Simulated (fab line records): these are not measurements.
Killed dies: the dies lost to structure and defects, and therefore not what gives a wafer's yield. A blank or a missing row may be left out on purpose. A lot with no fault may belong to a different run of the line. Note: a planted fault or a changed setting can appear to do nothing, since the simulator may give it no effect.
Lot-split experiment :: flow n5_finfet :: route with 1938 steps; 7 lots, 21 wafers read

ABOUT THE SPLIT
At N5_BEOL_M13_ETCH_59 (etches BARC in N2/H2, target depth 89 nm, overetch 26.7 nm, time 67.9 s), the setting bias_w was moved away from the recipe's 150 W on 9 of the 21 wafers read, by -16.1% to +16.3%. For the rest of the wafers, this setting stayed at what the recipe calls for.

The reading comes from the split's own step.

THE READING
rf_vpp_V, in V, at N5_BEOL_M13_ETCH_59 (etches BARC in N2/H2, target depth 89 nm, overetch 26.7 nm, time 67.9 s). Typical for fault-free wafers on this fab line: 523.3 V, with standard deviation 2.8 V.

wafer: L079.2
tool, chamber at the split: rie_diel-06, 1
bias_w as run, W: 150
against the recipe: recipe
rf_vpp_V, V: 522.9
against lot-mates on the recipe: -

wafer: L079.4
tool, chamber at the split: rie_diel-06, 2
bias_w as run, W: 150
against the recipe: recipe
rf_vpp_V, V: 528.5
against lot-mates on the recipe: -

wafer: L079.5
tool, chamber at the split: rie_diel-06, 1
bias_w as run, W: 150
against the recipe: recipe
rf_vpp_V, V: 521.4
against lot-mates on the recipe: -

wafer: L084.1
tool, chamber at the split: rie_diel-02, 1
bias_w as run, W: 125.8
against the recipe: -16.1%
rf_vpp_V, V: 470.0
against lot-mates on the recipe: -55.5

wafer: L084.4
tool, chamber at the split: rie_diel-02, 2
bias_w as run, W: 150
against the recipe: recipe
rf_vpp_V, V: 525.9
against lot-mates on the recipe: -

wafer: L084.6
tool, chamber at the split: rie_diel-02, 2
bias_w as run, W: 150
against the recipe: recipe
rf_vpp_V, V: 525.0
against lot-mates on the recipe: -

wafer: L082.2
tool, chamber at the split: rie_diel-05, 3
bias_w as run, W: 135.1
against the recipe: -9.9%
rf_vpp_V, V: 493.1
against lot-mates on the recipe: -31.6

wafer: L082.4
tool, chamber at the split: rie_diel-05, 1
bias_w as run, W: 150
against the recipe: recipe
rf_vpp_V, V: 524.7
against lot-mates on the recipe: -

wafer: L082.5
tool, chamber at the split: rie_diel-05, 3
bias_w as run, W: 135.1
against the recipe: -9.9%
rf_vpp_V, V: 490.5
against lot-mates on the recipe: -34.2

wafer: L080.1
tool, chamber at the split: rie_diel-06, 2
bias_w as run, W: 150
against the recipe: recipe
rf_vpp_V, V: 527.8
against lot-mates on the recipe: -

wafer: L080.2
tool, chamber at the split: rie_diel-06, 1
bias_w as run, W: 150
against the recipe: recipe
rf_vpp_V, V: 522.0
against lot-mates on the recipe: -

wafer: L080.6
tool, chamber at the split: rie_diel-06, 2
bias_w as run, W: 150
against the recipe: recipe
rf_vpp_V, V: 528.3
against lot-mates on the recipe: -

wafer: L092.1
tool, chamber at the split: rie_diel-06, 1
bias_w as run, W: 168
against the recipe: +12.0%
rf_vpp_V, V: 560.6
against lot-mates on the recipe: +31.6

wafer: L092.2
tool, chamber at the split: rie_diel-06, 2
bias_w as run, W: 168
against the recipe: +12.0%
rf_vpp_V, V: 568.4
against lot-mates on the recipe: +39.4

wafer: L092.5
tool, chamber at the split: rie_diel-06, 2
bias_w as run, W: 150
against the recipe: recipe
rf_vpp_V, V: 529.0
against lot-mates on the recipe: -

wafer: L091.1
tool, chamber at the split: rie_diel-05, 2
bias_w as run, W: 126.1
against the recipe: -15.9%
rf_vpp_V, V: 465.9
against lot-mates on the recipe: -59.5

wafer: L091.3
tool, chamber at the split: rie_diel-05, 0
bias_w as run, W: 126.1
against the recipe: -15.9%
rf_vpp_V, V: 467.6
against lot-mates on the recipe: -57.8

wafer: L091.4
tool, chamber at the split: rie_diel-05, 3
bias_w as run, W: 150
against the recipe: recipe
rf_vpp_V, V: 525.4
against lot-mates on the recipe: -

wafer: L097.2
tool, chamber at the split: rie_diel-02, 3
bias_w as run, W: 174.5
against the recipe: +16.3%
rf_vpp_V, V: 568.5
against lot-mates on the recipe: +50.9

wafer: L097.5
tool, chamber at the split: rie_diel-02, 2
bias_w as run, W: 174.5
against the recipe: +16.3%
rf_vpp_V, V: 579.1
against lot-mates on the recipe: +61.5

wafer: L097.6
tool, chamber at the split: rie_diel-02, 3
bias_w as run, W: 150
against the recipe: recipe
rf_vpp_V, V: 517.6
against lot-mates on the recipe: -

FIT RESULTS
A straight line over all 21 wafers: rf_vpp_V changes by +3.32 V for each +1% of bias_w; r = +0.99; the points scatter about the line by 4 V.
The same after taking each lot's own level away (the mean of its wafers on the recipe; 21 wafers): +3.41 V for each +1%; r = +0.99; scatter 3.5 V.
According to that fit, moving bias_w by its largest amount changes the reading by 56 V.
From 517.60 to 529.00 V: that is the span of the lots' own levels, equal to 4.1 times the standard deviation above.
So the lot-to-lot level changes the slope little: the two slopes agree.
Check: for one of the wafers moved furthest among these (+16.3%), held out of the fit, the line's prediction against its lot-mates is +56 V. Against them it came out at +50.9 V.
Tool readings at the split's step, against how far the setting was moved: rf_vpp_V r = +0.99.

OTHER SPLITS APPLIED TO THESE WAFERS
Before the reading, these wafers also passed through other splits. Each is held against what the fit with the lots' levels taken away leaves over:
other split on the same wafers: N5_BEOL_M10_ETCH_41 source_w
wafers away from the commonest value: 6
r with rf_vpp_V (lot level and that fit taken away): -0.05

other split on the same wafers: N5_BEOL_M11_COAT_22 spin_rpm
wafers away from the commonest value: 6
r with rf_vpp_V (lot level and that fit taken away): -0.10

other split on the same wafers: N5_BEOL_M11_EXPOSE_25 dose_mj
wafers away from the commonest value: 7
r with rf_vpp_V (lot level and that fit taken away): -0.06

other split on the same wafers: N5_BEOL_M11_DEP_56 time_s
wafers away from the commonest value: 6
r with rf_vpp_V (lot level and that fit taken away): +0.07

other split on the same wafers: N5_BEOL_M12_COAT_04 spin_rpm
wafers away from the commonest value: 6
r with rf_vpp_V (lot level and that fit taken away): -0.04

FILE'S OWN FIT
rf_vpp_V changes by +3.42 V for each +1% of bias_w, r = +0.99.
